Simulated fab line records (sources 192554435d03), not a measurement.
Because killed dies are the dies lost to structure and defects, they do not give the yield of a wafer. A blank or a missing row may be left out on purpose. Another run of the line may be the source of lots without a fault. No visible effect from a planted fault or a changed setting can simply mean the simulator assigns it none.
Comparing a struck lot with a sound one ; flow n5 finfet ; 40 steps out of a route of 1938
Sound: the wafers L965.1, L965.2, L965.5. Struck: wafer L970.2. Last of all comes the cause.
At each step with rows: each side's tool, then ch and its chambers, then its first start. Under that, the readings that differ: sound wafers ; struck wafers ; difference of the means ; sigmas: that difference in standard deviations of wafers without a fault.
alike: words and numbers the same on both sides, and readings whose means are apart by under 2 such deviations; not compared: readings that were withheld, readings missing a value for some wafer, numbers with overlapping values and no deviation given by the record, and bounds like >300 which may hide the same value.
A row with sigmas, a row that says differs or no value, or rows on one side alone: a step with any of these is where the two part. Numbers that don't overlap but have no deviation are shown without sigmas and don't part them. Lack of a reading on every wafer of one side parts them only where that side has two or more wafers.

N5_BEOL_M7_OCD_MEAS_38:
  struck on ocd-02, day 16 10:07; sound on ocd-01, day 14 01:44
  alike: trench depth nm
then, 4 steps without rows for these wafers: N5_BEOL_M7_HM_STRIP_39 (strips TiN in peroxide tin strip, target depth 25 nm, time 158 s); N5_BEOL_M7_SRD_40 (time 30 s); N5_BEOL_M7_PRECLEAN_42 (cleans in residue remover, time 60 s); N5_BEOL_M7_SRD_43 (time 30 s).
N5_BEOL_M7_CD_MEAS_35: the cd target is 40 nm.
  struck on cd sem-01, day 16 10:16; sound on cd sem-01, day 14 01:53
  alike: cd nm
then, 1 step without rows for these wafers: N5_BEOL_M7_CURE_75 (cures SiCOH lowk, time 120 s).
N5_BEOL_M7_DEGAS_44: time 60 s.
  struck on pvd sputter-01, day 16 10:52; sound on pvd sputter-02, day 14 02:15
  alike: heater power w
then, 4 steps without rows for these wafers: N5_BEOL_M7_PRE_CLEAN_45 (time 30 s); N5_BEOL_M7_ALD_77 (deposits TaN, target thk 2 nm, pulse time 2 s, purge time 3 s); N5_BEOL_M7_SURFACE_TREAT_79; N5_BEOL_M7_CVD_78 (deposits Co from CCTBA/H2, target thk 2 nm, time 142.3 s).
N5_BEOL_M7_SPUTTER_48: material Cu, target thk 10 nm, time 1.667 s.
  struck on pvd sputter-03, day 16 12:43; sound on pvd sputter-03, day 14 04:08
  alike: throttle valve pct
then, 5 steps without rows for these wafers: N5_BEOL_M7_ECD_50 (material Cu, target thk 300 nm); N5_BEOL_M7_ANNEAL_51 (time 90 s); N5_BEOL_M7_CMP_52 (polishes, stops on SiCOH lowk, t overpolish 6.9 s, target thk 80 nm); N5_BEOL_M7_PRE_CLEAN_55 (time 15 s); N5_BEOL_M7_DEP_56 (deposits SiCN from 3MS/NH3, target thk 10 nm, time 17.5 s).
N5_BEOL_M7_RS_MEAS_57: a four-point-probe measurement.
  struck on film metro-02, day 16 13:39; sound on film metro-01, day 14 05:11
  alike: M7_RS
then, 1 step without rows for these wafers: N5_BEOL_M8_ILD_DEP_00 (deposits SiCOH lowk from DEMS/porogen, target thk 179.75 nm, time 33.4 s).
N5_BEOL_M8_CURE_74: cures SiCOH lowk, time 240 s.
  sound on uv cure-03 ch 0, day 14 05:19; struck on uv cure-01 ch 1, day 16 13:56
  alike: lamp power pct, wafer_temp_C_max
N5_BEOL_M8_THK_MEAS_01:
  struck on film metro-01, day 16 14:46; sound on film metro-02, day 14 05:49
  alike: M8_ILD_THK
then, 1 step without rows for these wafers: N5_BEOL_M8_PECVD_70 (deposits SiO2 from TEOS/O2, target thk 20 nm, time 22.7 s).
N5_BEOL_M8_HM_DEP_02: deposits TiN, target thk 20 nm.
  struck on pvd sputter-03, day 16 15:29; sound on pvd sputter-01, day 14 07:47
  alike: throttle valve pct
then, 8 steps without rows for these wafers: N5_BEOL_M8_COAT_59 (time 60 s, resist thk 100 nm); N5_BEOL_M8_COAT_60 (time 60 s, resist thk 35 nm); N5_BEOL_M8_COAT_05 (resist thk 90 nm); N5_BEOL_M8_EBR_07; N5_BEOL_M8_SOFTBAKE_06 (time 60 s); N5_BEOL_M8_EXPOSE_08 (exposes mask M8); N5_BEOL_M8_PEB_09 (peb time 60 s); N5_BEOL_M8_DEVELOP_10 (develop time 30 s).
N5_BEOL_M8_CD_MEAS_11: the cd target is 38.5 nm.
  sound on cd sem-02 ch 0, day 14 08:16; struck on cd sem-03 ch 0, day 16 16:11
  alike: cd nm
N5_BEOL_M8_OVL_MEAS_12:
  sound on overlay-01 ch 0, day 14 08:19; struck on overlay-02 ch 0, day 16 16:13
reading;sound;struck;difference;sigmas
M8_OVL (nm);1.2 0.0 1.6;-0.6;-1.5;-2
then, 1 step without rows for these wafers: N5_BEOL_M8_DESCUM_16 (chemistry O2, time 7.9 s).
N5_BEOL_M8_ETCH_61: etches SiARC in CF4, target depth 45.5 nm, time 75.8 s.
  sound on rie diel-05 ch 0,1,3, day 14 09:29; struck on rie diel-05 ch 2, day 16 16:40
reading;sound;struck;difference;sigmas
throttle valve pct (%);15.54 15.20 15.41;15.84;+0.46;+2
  alike: drypump motor current A, etch rf on time s, oes product au, rf vpp V, showerhead plenum p Torr
  not compared: rf hours counter h
N5_BEOL_M8_ETCH_62: etches SOC in N2/H2, target depth 110 nm, overetch 22 nm, time 165 s.
  sound on rie diel-05 ch 0,1,3, day 14 09:32; struck on rie diel-05 ch 2, day 16 16:43
reading;sound;struck;difference;sigmas
throttle valve pct (%);17.86 17.31 17.58;18.12;+0.54;+2
  alike: drypump motor current A, n2 flow sccm, oes product au, rf vpp V, showerhead plenum p Torr
  not compared: rf hours counter h
then, 2 steps without rows for these wafers: N5_BEOL_M8_STRIP_68 (strips in N2/H2); N5_BEOL_M8_STRIP_67 (strips in CF4).
-- here the record skips 3 days between the struck wafers' starts before and after, leaving off in module BEOL_M8 and picking up in module PASSIVATION (first step shown: number 1936 of the route) --
N5_PASSIVATION_PROBE_49:
  struck on prober-02, day 20 02:24; sound on prober-01, day 17 03:40
reading;sound;struck;difference;sigmas
killed_at_M4_up;18 8 14;143;+130;+25
killed at contacts;18 29 14;7;-13;-2
killed at front end;42 45 40;16;-26;-2
killed dies;115 129 107;212;+95;+6
killed open;83 88 79;52;-31;-3
  alike: killed_at_M0_to_M3, killed at other, killed short

== WHERE THEY PART ==
At N5_BEOL_M8_OVL_MEAS_12 first; at N5_PASSIVATION_PROBE_49 last (within this record only).

WHY: the cause the simulator had injected
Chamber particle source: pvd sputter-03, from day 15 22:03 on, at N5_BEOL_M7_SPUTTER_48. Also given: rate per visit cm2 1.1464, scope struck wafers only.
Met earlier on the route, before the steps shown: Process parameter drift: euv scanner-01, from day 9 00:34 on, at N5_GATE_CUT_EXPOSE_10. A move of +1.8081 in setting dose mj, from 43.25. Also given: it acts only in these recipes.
